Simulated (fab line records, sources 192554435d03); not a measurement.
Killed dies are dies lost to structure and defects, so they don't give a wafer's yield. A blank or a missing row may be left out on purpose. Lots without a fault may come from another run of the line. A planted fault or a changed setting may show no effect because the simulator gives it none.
fab line records | flow n5_finfet
record lots=7 wafers=21
route steps=1938 shown BEOL_M9@1440 BEOL_M10@1473 BEOL_M11@1573 BEOL_M13@1696 BEOL_M15@1776 MIM_BOT_ETCH@1866
start_h: hours from the record's first day to the start of the lot's first wafer shown | wait_h: hours since the lot's step before | " the same as in the row above | L1.1+2: a row that stands for several wafers | - no value, or no start given | * or withheld: withheld | < > ~ a bound
route shown NAME@n: a module of which the file shows steps, and the number in the route of the first | usual: mean/standard deviation of fault-free wafers | same: alike in all rows | chamber/n: place in a boat | sites: the reading at each site | _std_site: their standard deviation | _edge_site: outer sites' mean less inner sites' | radius_mm: how far each site lies from the wafer's centre | mask NAME#n: copy n | behind: the tool/chamber that last shaped the wafer | hold: why the lot was held/for how many hours/how that ended | device: the transistor (n, p or np) that didn't switch | end of line: the same wafers' tests at the end of the route | a step without rows: its recipe alone | killed: dies lost to structure and defects at the first sort, not the wafer's yield | map: a wafer's dies, x killed, . not, _ none there
set.NAME: the setting as run; set.NAME@STEP: as run at that earlier step | model.NAME: the simulator's own value behind a step, which no gauge read
lots whose settings were changed on purpose; a table a step, a row a wafer
## steps
# step N5_BEOL_M9_ETCH_66
# recipe chemistry=N2/H2 target=SOC target_depth_a=800 overetch_a=160 mask_material=SiARC temp_c=40 time_s=120 ion_energy_ev=200 pressure_mtorr=30 source_w=840 bias_w=150 n2_flow_sccm=200 h2_flow_sccm=200
# columns lot.wafer tool chamber start_h wait_h set.time_s model.SiARC_of_BEOL_M9_COAT_64.thk_nm
L076.2 rie_diel-04 3 222.49 0.0 120 6.6
L076.3 " 0 " " 120 6.4
L076.4 " 1 " " 127.7 6
L081.1+4+5 rie_diel-06 2,1,2 249.32 0.0 120 6.4
L083.1 rie_diel-02 0 258.54 0.0 133.2 6.2
L083.2+5 " 2 " " 120 6.4
L091.1 rie_diel-06 0 309.83 0.0 120 6.4
L091.3 " 2 " " 134.5 5.8
L091.6 " 3 " " 120 6.2
L090.4 rie_diel-04 2 329.13 0.0 102.9 7
L090.5+6 " 0,1 " " 120 6.4
L093.1 rie_diel-06 2 359.66 0.0 120 6.6
L093.3 " 3 " " 120 6.2
L093.6 " 0 " " 120 6.4
L095.1 rie_diel-02 3 400.24 0.0 120 6.6
L095.5 " 3 " " 144.6 5.4
L095.6 " 0 " " 120 6.8
# step N5_BEOL_M9_TRENCH_ETCH_37
# recipe chemistry=C4F6/O2 target_depth_a=1514.3 target=SiCOH_lowk time_s=49 ion_energy_ev=250 pressure_mtorr=30 source_w=345 bias_w=185 Ar_flow_sccm=300 C4F6_flow_sccm=10 O2_flow_sccm=10
# usual rf_vpp_V=665/10
# columns lot.wafer tool chamber start_h wait_h set.bias_w rf_vpp_V
L076.2 rie_diel-04 3 - - 195.5 683
L076.3 " 0 " " 185 657
L076.4 " 1 " " 195.5 696
L081.1 rie_diel-06 2 - - 185 672
L081.4 " 1 " " 169.5 615
L081.5 " 2 " " 169.5 625
L083.1 rie_diel-02 0 - - 185 661
L083.2 " 2 " " 185 670
L083.5 " 2 " " 157.7 590
L091.1 rie_diel-06 0 - - 185 656
L091.3 " 2 " " 162.6 605
L091.6 " 3 " " 162.6 597
L090.4 rie_diel-04 2 - - 185 691
L090.5 " 0 " " 185 656
L090.6 " 1 " " 160.6 596
L093.1 rie_diel-06 2 - - 185 671
L093.3 " 3 " " 185 660
L093.6 " 0 " " 185 656
L095.1 rie_diel-02 3 - - 185 671
L095.5 " 3 " " 185 671
L095.6 " 0 " " 185 661
# step N5_BEOL_M10_PECVD_70
# recipe material=SiO2 target_thk_a=200 temp_c=400 precursor=TEOS/O2 pressure_torr=5.5 rf_w=450 teos_flow_sccm=53.8 gas=O2 flow_sccm=3000 time_s=22.7
# columns lot.wafer tool chamber start_h wait_h set.time_s model.SiO2_of_BEOL_M10_PECVD_70.thk_nm
L076.2 pecvd-01 1 227.14 0.0 22.7 19.4
L076.3 " 2 " " 21.33 18.6
L076.4 " 2 " " 21.33 18.8
L081.1 pecvd-04 1 252.71 0.0 22.7 19.6
L081.4 " 2 " " 25.24 22.6
L081.5 " 0 " " 22.7 20
L083.1 pecvd-01 1 262.74 0.0 20.71 18
L083.2 " 2 " " 20.71 17.6
L083.5 " 0 " " 22.7 19.8
L091.1 pecvd-01 2 314.14 0.0 19.31 17
L091.3 " 0 " " 22.7 19.6
L091.6 " 2 " " 22.7 19.8
L090.4+6 pecvd-04 1,0 332.83 0.1 22.7 20.2
L090.5 " 2 " " 19.66 17.6
L093.1 pecvd-04 1 363.27 0.0 22.7 19.4
L093.3 " 2 " " 22.7 20
L093.6 " 1 " " 22.7 19.8
L095.1 pecvd-01 0 406.51 0.0 23.92 21
L095.5+6 " 0,1 " " 22.7 20.2
# step N5_BEOL_M11_ETCH_66
# recipe chemistry=N2/H2 target=SOC target_depth_a=1200 overetch_a=240 mask_material=SiARC temp_c=40 time_s=180 ion_energy_ev=200 pressure_mtorr=30 source_w=840 bias_w=150 n2_flow_sccm=200 h2_flow_sccm=200
# columns lot.wafer tool chamber start_h wait_h set.time_s model.SiARC_of_BEOL_M11_COAT_64.thk_nm
L076.2 rie_diel-06 2 236.60 0.0 180 22.8
L076.3 " 1 " " 157.5 23.6
L076.4 " 0 " " 157.5 23.8
L081.1 rie_diel-06 3 264.11 0.0 180 22.6
L081.4 " 1 " " 180 23
L081.5 " 2 " " 180 22.8
L083.1+5 rie_diel-06 1 278.96 0.0 180 22.8
L083.2 " 3 " " 180 22.6
L091.1 rie_diel-02 3 329.31 0.0 180 22.8
L091.3+6 " 0 " " 180 23.2
L090.4+5 rie_diel-04 0 341.20 0.0 180 22.6
L090.6 " 3 " " 216.5 21.6
L093.1 rie_diel-04 1 378.32 0.0 180 22.6
L093.3 " 2 " " 180 22.4
L093.6 " 2 " " 180 22.2
L095.1 rie_diel-02 3 420.29 0.0 180 23
L095.5 " 1 " " 214.3 21.6
L095.6 " 0 " " 214.3 21.8
# step N5_BEOL_M11_ETCH_41
# recipe chemistry=CH3F/O2 target=SiCN target_depth_a=426 taper_deg=2 time_s=86 ion_energy_ev=120 mask_material=TiN pressure_mtorr=30 source_w=395 bias_w=75 Ar_flow_sccm=150 CH3F_flow_sccm=30 O2_flow_sccm=20
# columns lot.wafer tool chamber start_h wait_h set.time_s model.etch.depth_nm
L076.2 rie_diel-06 2 - - 86 31.57
L076.3 " 1 " " 86 32.54
L076.4 " 0 " " 86 32.11
L081.1 rie_diel-06 3 - - 86 33.28
L081.4 " 1 " " 86 32.95
L081.5 " 2 " " 73.35 27.44
L083.1 rie_diel-06 1 - - 86 32.66
L083.2 " 3 " " 86 33.49
L083.5 " 1 " " 67.03 25.43
L091.1 rie_diel-02 3 - - 86 31.7
L091.3 " 0 " " 86 31.32
L091.6 " 0 " " 86 31.43
L090.4 rie_diel-04 0 - - 86 32.99
L090.5 " 0 " " 86 32.98
L090.6 " 3 " " 86 32.19
L093.1 rie_diel-04 1 - - 86 32.47
L093.3 " 2 " " 86 33.09
L093.6 " 2 " " 86 33.24
L095.1 rie_diel-02 3 - - 86 32
L095.5 " 1 " " 86 32.63
L095.6 " 0 " " 86 32.73
# step N5_BEOL_M13_TRENCH_ETCH_34
# recipe chemistry=C4F8/O2/Ar target=SiOC target_depth_a=4134.7 mask_material=SOC pressure_mtorr=30 source_w=3000 bias_w=700 Ar_flow_sccm=400 C4F8_flow_sccm=15 O2_flow_sccm=8 he_inner_torr=15 he_outer_torr=30 time_s=162.6 ion_energy_ev=250
# columns lot.wafer tool chamber start_h wait_h set.time_s model.etch.depth_nm
L076.2 rie_diel-02 0 246.50 0.0 162.6 409.2
L076.3 " 1 " " 184.3 471.6
L076.4 " 2 " " 162.6 419.9
L081.1 rie_diel-02 0 272.67 0.0 162.6 410.5
L081.4 " 1 " " 162.6 418.2
L081.5 " 1 " " 162.6 418
L083.1 rie_diel-06 1 288.71 0.0 133.5 344.6
L083.2 " 3 " " 162.6 434.3
L083.5 " 0 " " 133.5 345.9
L091.1 rie_diel-06 1 340.04 0.0 162.6 416.7
L091.3 " 2 " " 135.8 337.9
L091.6 " 3 " " 162.6 421.1
L090.4 rie_diel-02 3 352.77 0.1 162.6 404.3
L090.5 " 2 " " 162.6 416.3
L090.6 " 1 " " 194.9 496.9
L093.1 rie_diel-06 0 391.69 0.0 162.6 419.5
L093.3 " 3 " " 162.6 420.1
L093.6 " 2 " " 162.6 404.4
L095.1 rie_diel-02 3 434.79 0.0 162.6 400.2
L095.5 " 0 " " 190.8 489.4
L095.6 " 3 " " 162.6 397.7
# step N5_BEOL_M13_STRIP_70
# recipe chemistry=C4F8/O2/Ar resist=SiARC rf_frequency_hz=6e+07
# step N5_BEOL_M13_OCD_MEAS_35
# usual trench_depth_nm=414/6.7
# columns lot.wafer tool chamber start_h wait_h set.time_s@BEOL_M13_TRENCH_ETCH_34 trench_depth_nm
L076.2 ocd-01 - 246.68 0.0 162.6 409
L076.3 " - " " 184.3 472
L076.4 " - " " 162.6 420
L081.1 ocd-01 - 272.84 0.0 162.6 410
L081.4 " - " " 162.6 419
L081.5 " - " " 162.6 418
L083.1 ocd-02 - 288.88 0.0 133.5 345
L083.2 " - " " 162.6 435
L083.5 " - " " 133.5 345
L091.1 ocd-01 - 340.21 0.0 162.6 417
L091.3 " - " " 135.8 338
L091.6 " - " " 162.6 422
L090.4 ocd-01 - 352.89 0.0 162.6 404
L090.5 " - " " 162.6 416
L090.6 " - " " 194.9 497
L093.1 ocd-02 - 391.86 0.0 162.6 420
L093.3 " - " " 162.6 420
L093.6 " - " " 162.6 404
L095.1 ocd-02 - 434.97 0.0 162.6 400
L095.5 " - " " 190.8 489
L095.6 " - " " 162.6 397
# step N5_BEOL_M13_SPUTTER_43
# recipe material=TaN target_thk_a=150 temp_c=50 bias_v=168.6 power_w=15000 chamber_pressure_pa=0.12 time_s=24.19
# columns lot.wafer tool chamber start_h wait_h set.time_s model.TaN_of_BEOL_M13_SPUTTER_43.thk_nm
L076.2 pvd_sputter-01 - 249.33 0.0 26.38 16.6
L076.3 " - " " 24.19 15
L076.4 " - " " 26.38 16.2
L081.1+4 pvd_sputter-03 - 274.04 0.0 24.19 15
L081.5 " - " " 25.76 16
L083.1+2 pvd_sputter-01 - 291.33 0.0 24.19 15
L083.5 " - " " 24.19 15.2
L091.1 pvd_sputter-02 - 340.80 0.0 24.19 15.2
L091.3 " - " " 22.02 13.8
L091.6 " - " " 22.02 14
L090.4+6 pvd_sputter-02 - 360.43 0.0 24.19 14.8
L090.5 " - " " 27.56 16.8
L093.1+6 pvd_sputter-01 - 392.88 0.0 24.19 15.2
L093.3 " - " " 24.19 15
L095.1 pvd_sputter-02 - 436.60 0.0 25.77 15.6
L095.5 " - " " 24.19 14.8
L095.6 " - " " 24.19 14.6
# step N5_BEOL_M13_SPUTTER_44
# recipe material=Ta target_thk_a=100 temp_c=50 bias_v=80 power_w=15000 chamber_pressure_pa=0.07 time_s=16.13
# columns lot.wafer tool chamber start_h wait_h set.time_s
L076.2+3+4 pvd_sputter-01 - 249.41 0.0 16.13
L081.1 pvd_sputter-03 - 274.12 0.0 16.13
L081.4+5 " - " " 16.98
L083.1 pvd_sputter-01 - 291.41 0.0 16.13
L083.2+5 " - " " 16.77
L091.1+3+6 pvd_sputter-02 - 340.88 0.0 16.13
L090.4+5+6 pvd_sputter-02 - 360.51 0.0 16.13
L093.1+3+6 pvd_sputter-01 - 392.96 0.0 16.13
L095.1+5+6 pvd_sputter-02 - 436.68 0.0 16.13
# step N5_BEOL_M13_SPUTTER_45
# recipe material=Cu target_thk_a=800 temp_c=-20 bias_v=60 power_w=26000 chamber_pressure_pa=0.13 time_s=13.33
# step N5_BEOL_M13_ECD_47
# recipe material=Cu target_thk_a=9360
# step N5_BEOL_M13_ANNEAL_48
# recipe temp_c=225 time_s=90 ambient=N2
# step N5_BEOL_M13_CMP_49
# recipe stop_on=SiOC t_overpolish_s=17.1 down_force_psi=1 platen_rpm=50 clearing_platen_down_force_psi=1.5 clearing_platen_rpm=50 post_cmp_clean=cu_alkaline target_thk_nm=420 clearing_platen_pad_velocity_m_s=0.99484 pad_velocity_m_s=0.99484
# columns lot.wafer tool chamber start_h wait_h set.time_s@BEOL_M13_TRENCH_ETCH_34 model.Cu_of_BEOL_M13_ECD_47.thk_nm
L076.3 cmp-02 0 250.08 0.2 184.3 480.4
L076.2 " 1 " " 162.6 417
L076.4 " 3 " " 162.6 424
L081.1 cmp-03 0 274.84 0.3 162.6 418.2
L081.4 " 1 " " 162.6 426
L081.5 " 1 " " 162.6 424.4
L083.2 cmp-03 0 292.11 0.2 162.6 439.4
L083.1 " 1 " " 133.5 349.4
L083.5 " 3 " " 133.5 351.4
L091.1 cmp-03 3 341.58 0.3 162.6 425
L091.3 " 1 " " 135.8 347.2
L091.6 " 2 " " 162.6 429.8
L090.4 cmp-04 0 361.29 0.2 162.6 411
L090.6 " 1 " " 194.9 502.8
L090.5 " 2 " " 162.6 421.6
L093.1 cmp-02 1 393.69 0.3 162.6 426.8
L093.3 " 2 " " 162.6 426.6
L093.6 " 0 " " 162.6 411.8
L095.1 cmp-03 3 437.34 0.3 162.6 407
L095.6 " 3 " " 162.6 404
L095.5 " 0 " " 190.8 495.4
# step N5_BEOL_M13_THK_MEAS_50
# recipe thk_meas_gauge=xrf reads=Cu_of_BEOL_M13_ECD_47
# usual M13_THK=422/7.1
# columns lot.wafer tool chamber start_h wait_h set.time_s@BEOL_M13_TRENCH_ETCH_34 M13_THK[nm]
L076.2 film_metro-02 - 250.38 - 162.6 413
L076.3 " - " " 184.3 476
L076.4 " - " " 162.6 419
L081.1 film_metro-01 - 275.14 - 162.6 427
L081.4 " - " " 162.6 433
L081.5 " - " " 162.6 432
L083.1 film_metro-02 - 292.36 - 133.5 349
L083.2 " - " " 162.6 437
L083.5 " - " " 133.5 351
L091.1 film_metro-01 - 341.84 - 162.6 426
L091.3 " - " " 135.8 348
L091.6 " - " " 162.6 431
L090.4 film_metro-01 - 361.47 - 162.6 417
L090.5 " - " " 162.6 428
L090.6 " - " " 194.9 509
L093.1 film_metro-01 - 393.91 - 162.6 427
L093.3 " - " " 162.6 426
L093.6 " - " " 162.6 413
L095.1 film_metro-01 - 437.63 - 162.6 411
L095.5 " - " " 190.8 500
L095.6 " - " " 162.6 408
# step N5_BEOL_M13_PRE_CLEAN_52
# recipe gas=NH3 time_s=15 temp_c=withheld rf_power_w=300
# step N5_BEOL_M13_DEP_53
# recipe material=SiCN target_thk_a=500 temp_c=withheld precursor=3MS/NH3 pressure_torr=3 rf_w=675 time_s=17.8
# step N5_BEOL_M13_RS_MEAS_54
# recipe thk_meas_gauge=four-point-probe reads=Cu_of_BEOL_M13_ECD_47+Ta_of_BEOL_M13_SPUTTER_44+TaN_of_BEOL_M13_SPUTTER_43
# usual M13_RS=0.0448/0.00072
# columns lot.wafer tool chamber start_h wait_h set.time_s@BEOL_M13_TRENCH_ETCH_34 M13_RS[ohm/sq]
L076.2 film_metro-01 - 250.51 0.1 162.6 0.0453
L076.3 " - " " 184.3 0.0391
L076.4 " - " " 162.6 0.0445
L081.1 film_metro-01 - 275.27 0.0 162.6 0.0453
L081.4 " - " " 162.6 0.0444
L081.5 " - " " 162.6 0.0444
L083.1 film_metro-01 - 292.50 0.0 133.5 0.0545
L083.2 " - " " 162.6 0.0429
L083.5 " - " " 133.5 0.0541
L091.1 film_metro-01 - 341.96 0.0 162.6 0.0445
L091.3 " - " " 135.8 0.0550
L091.6 " - " " 162.6 0.0440
L090.4 film_metro-02 - 361.60 0.0 162.6 0.0460
L090.5 " - " " 162.6 0.0447
L090.6 " - " " 194.9 0.0373
L093.1 film_metro-01 - 394.04 0.0 162.6 0.0442
L093.3 " - " " 162.6 0.0442
L093.6 " - " " 162.6 0.0459
L095.1 film_metro-01 - 437.76 0.0 162.6 0.0464
L095.5 " - " " 190.8 0.0379
L095.6 " - " " 162.6 0.0468
# step N5_BEOL_M15_COAT_04
# recipe spin_rpm=1704 resist_thk_nm=800
# columns lot.wafer tool chamber start_h wait_h set.spin_rpm model.coat_of_BEOL_M15_COAT_04.thk_nm
L076.2 litho_track-03 0 - - 1704 806
L076.3 " 0 " " 1865 768.4
L076.4 " 0 " " 1865 768.2
L081.1 litho_track-05 0 - - 1524 845.4
L081.4 " 0 " " 1704 798.8
L081.5 " 0 " " 1704 797.8
L083.1 litho_track-03 0 - - 1704 799.2
L083.2 " 0 " " 1812 775.6
L083.5 " 0 " " 1704 799.6
L091.1 litho_track-05 0 - - 1704 803.4
L091.3 " 0 " " 1704 800.8
L091.6 " 0 " " 1804 779
L090.4 litho_track-03 0 - - 1704 796.4
L090.5 " 0 " " 1704 795.4
L090.6 " 0 " " 1704 793.2
L093.1 litho_track-03 0 - - 1704 800
L093.3 " 0 " " 1704 800.6
L093.6 " 0 " " 1704 801.4
L095.1 litho_track-03 0 - - 1601 823.8
L095.5 " 0 " " 1704 796.6
L095.6 " 0 " " 1704 798.6
# step N5_BEOL_M15_EBR_06
# recipe solvent=PGMEA ebr_width_mm=1.5
# step N5_BEOL_M15_SOFTBAKE_05
# recipe temp_c=130 time_s=60
# step N5_BEOL_M15_DESCUM_15
# recipe chemistry=O2 time_s=7.9 source_power_w=50 bias_power_w=20 pressure_mtorr=20 rf_frequency_hz=2.712e+07 temp_c=40 o2_flow_sccm=225
# step N5_BEOL_M15_ETCH_59
# recipe chemistry=N2/H2 target=BARC target_depth_a=890 overetch_a=267 time_s=67.9 ion_energy_ev=200 pressure_mtorr=30 source_w=840 bias_w=150 n2_flow_sccm=200 h2_flow_sccm=200
# columns lot.wafer tool chamber start_h wait_h set.spin_rpm@BEOL_M15_COAT_04 model.coat_of_BEOL_M15_COAT_04.thk_nm
L076.2 rie_diel-02 3 255.34 0.0 1704 724.4
L076.3 " 0 " " 1865 688.6
L076.4 " 2 " " 1865 684.2
L081.1 rie_diel-06 0 281.79 0.0 1524 762.4
L081.4 " 1 " " 1704 715.4
L081.5 " 0 " " 1704 714.6
L083.1 rie_diel-02 0 298.26 0.0 1704 719.6
L083.2 " 3 " " 1812 694.6
L083.5 " 0 " " 1704 720.4
L091.1 rie_diel-06 1 348.48 0.0 1704 720.4
L091.3 " 0 " " 1704 717.8
L091.6 " 3 " " 1804 694
L090.4 rie_diel-04 0 368.77 0.0 1704 712.8
L090.5 " 2 " " 1704 713.4
L090.6 " 1 " " 1704 710.8
L093.1 rie_diel-02 2 399.69 0.0 1704 717.4
L093.3 " 3 " " 1704 720.4
L093.6 " 2 " " 1704 719
L095.1 rie_diel-04 1 445.32 0.0 1601 741.8
L095.5 " 2 " " 1704 714.6
L095.6 " 3 " " 1704 716
# step N5_BEOL_M15_VIA_ETCH_16
# recipe chemistry=C4F8/O2/Ar target=SiO2 he_inner_torr=15 he_outer_torr=30 target_depth_a=17922 time_s=withheld ion_energy_ev=800 pressure_mtorr=20 source_w=1905 bias_w=2040 Ar_flow_sccm=400 C4F8_flow_sccm=16 O2_flow_sccm=12 ends=cleared
# columns lot.wafer tool chamber start_h wait_h set.spin_rpm@BEOL_M15_COAT_04 model.coat_of_BEOL_M15_COAT_04.thk_nm
L076.2 rie_diel-02 3 255.39 0.0 1704 339.4
L076.3 " 0 " " 1865 305.2
L076.4 " 2 " " 1865 294.4
L081.1 rie_diel-06 0 281.85 0.0 1524 380.2
L081.4 " 1 " " 1704 316.4
L081.5 " 0 " " 1704 330.6
L083.1 rie_diel-02 0 298.31 0.0 1704 344.2
L083.2 " 3 " " 1812 315.4
L083.5 " 0 " " 1704 336.2
L091.1 rie_diel-06 1 348.53 0.0 1704 342.4
L091.3 " 0 " " 1704 334.4
L091.6 " 3 " " 1804 313
L090.4 rie_diel-04 0 368.82 0.0 1704 325.8
L090.5 " 2 " " 1704 323.2
L090.6 " 1 " " 1704 315.4
L093.1 rie_diel-02 2 399.74 0.0 1704 336.4
L093.3 " 3 " " 1704 335
L093.6 " 2 " " 1704 331.2
L095.1 rie_diel-04 1 445.37 0.0 1601 361.6
L095.5 " 2 " " 1704 320.6
L095.6 " 3 " " 1704 334.8
# step N5_MIM_BOT_ETCH_ETCH_04
# recipe chemistry=CF4/O2 target=SiNx target_depth_a=260 time_s=13 ion_energy_ev=100 pressure_mtorr=40 source_w=535 bias_w=49 Ar_flow_sccm=100 cf4_flow_sccm=100 O2_flow_sccm=10
# columns lot.wafer tool chamber start_h wait_h set.time_s model.etch.depth_nm
L076.2 rie_diel-05 0 267.34 0.0 11.57 23.8
L076.3 " 3 " " 13 26.17
L076.4 " 1 " " 13 26.02
L081.1 rie_diel-05 2 292.98 0.0 13 25.38
L081.4 " 0 " " 15.89 32.73
L081.5 " 0 " " 13 26.68
L083.1 rie_diel-05 0 309.13 0.1 14.31 30.03
L083.2 " 2 " " 14.31 28.36
L083.5 " 0 " " 13 27.34
L091.1 rie_diel-05 2 364.91 0.0 10.63 20.78
L091.3 " 0 " " 13 26.59
L091.6 " 0 " " 10.63 21.87
L090.4 rie_diel-05 3 386.65 0.0 13 26.54
L090.5 " 1 " " 13 25.92
L090.6 " 0 " " 13 26.72
L093.1 rie_diel-05 2 412.10 0.0 13 25.6
L093.3 " 3 " " 13 26.43
L093.6 " 1 " " 13 25.52
L095.1 rie_diel-05 2 456.06 0.0 13 25.63
L095.5 " 0 " " 13 26.78
L095.6 " 3 " " 13 26.47
## key
split step=N5_BEOL_M9_ETCH_66 setting=time_s stated=120 by=wafer
response step=N5_BEOL_M9_ETCH_66 reading=model.SiARC_of_BEOL_M9_COAT_64.thk_nm change=-0.0501 per=1% r=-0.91
split step=N5_BEOL_M9_TRENCH_ETCH_37 setting=bias_w stated=185 by=wafer
response step=N5_BEOL_M9_TRENCH_ETCH_37 reading=rf_vpp_V change=+5.33 per=1% r=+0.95
split step=N5_BEOL_M10_PECVD_70 setting=time_s stated=22.7 by=wafer
response step=N5_BEOL_M10_PECVD_70 reading=model.SiO2_of_BEOL_M10_PECVD_70.thk_nm change=+0.198 per=1% r=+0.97
split step=N5_BEOL_M11_ETCH_66 setting=time_s stated=180 by=wafer
response step=N5_BEOL_M11_ETCH_66 reading=model.SiARC_of_BEOL_M11_COAT_64.thk_nm change=-0.0605 per=1% r=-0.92
split step=N5_BEOL_M11_ETCH_41 setting=time_s stated=86 by=wafer
response step=N5_BEOL_M11_ETCH_41 reading=model.etch.depth_nm change=+0.359 per=1% r=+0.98
split step=N5_BEOL_M13_TRENCH_ETCH_34 setting=time_s stated=162.6 by=wafer
response step=N5_BEOL_M13_TRENCH_ETCH_34 reading=model.etch.depth_nm change=+4.76 per=1% r=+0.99
response step=N5_BEOL_M13_OCD_MEAS_35 reading=trench_depth_nm change=+4.77 per=1% r=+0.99
response step=N5_BEOL_M13_CMP_49 reading=model.Cu_of_BEOL_M13_ECD_47.thk_nm change=+4.77 per=1% r=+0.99
response step=N5_BEOL_M13_THK_MEAS_50 reading=M13_THK change=+4.77 per=1% r=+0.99
response step=N5_BEOL_M13_RS_MEAS_54 reading=M13_RS change=-0.000524 per=1% r=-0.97
split step=N5_BEOL_M13_SPUTTER_43 setting=time_s stated=24.19 by=wafer
response step=N5_BEOL_M13_SPUTTER_43 reading=model.TaN_of_BEOL_M13_SPUTTER_43.thk_nm change=+0.146 per=1% r=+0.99
split step=N5_BEOL_M13_SPUTTER_44 setting=time_s stated=16.13 by=wafer
response none clear
split step=N5_BEOL_M15_COAT_04 setting=spin_rpm stated=1704 by=wafer
response step=N5_BEOL_M15_COAT_04 reading=model.coat_of_BEOL_M15_COAT_04.thk_nm change=-4.16 per=1% r=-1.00
response step=N5_BEOL_M15_ETCH_59 reading=model.coat_of_BEOL_M15_COAT_04.thk_nm change=-4.26 per=1% r=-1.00
response step=N5_BEOL_M15_VIA_ETCH_16 reading=model.coat_of_BEOL_M15_COAT_04.thk_nm change=-4.76 per=1% r=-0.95
split step=N5_MIM_BOT_ETCH_ETCH_04 setting=time_s stated=13 by=wafer
response step=N5_MIM_BOT_ETCH_ETCH_04 reading=model.etch.depth_nm change=+0.275 per=1% r=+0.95
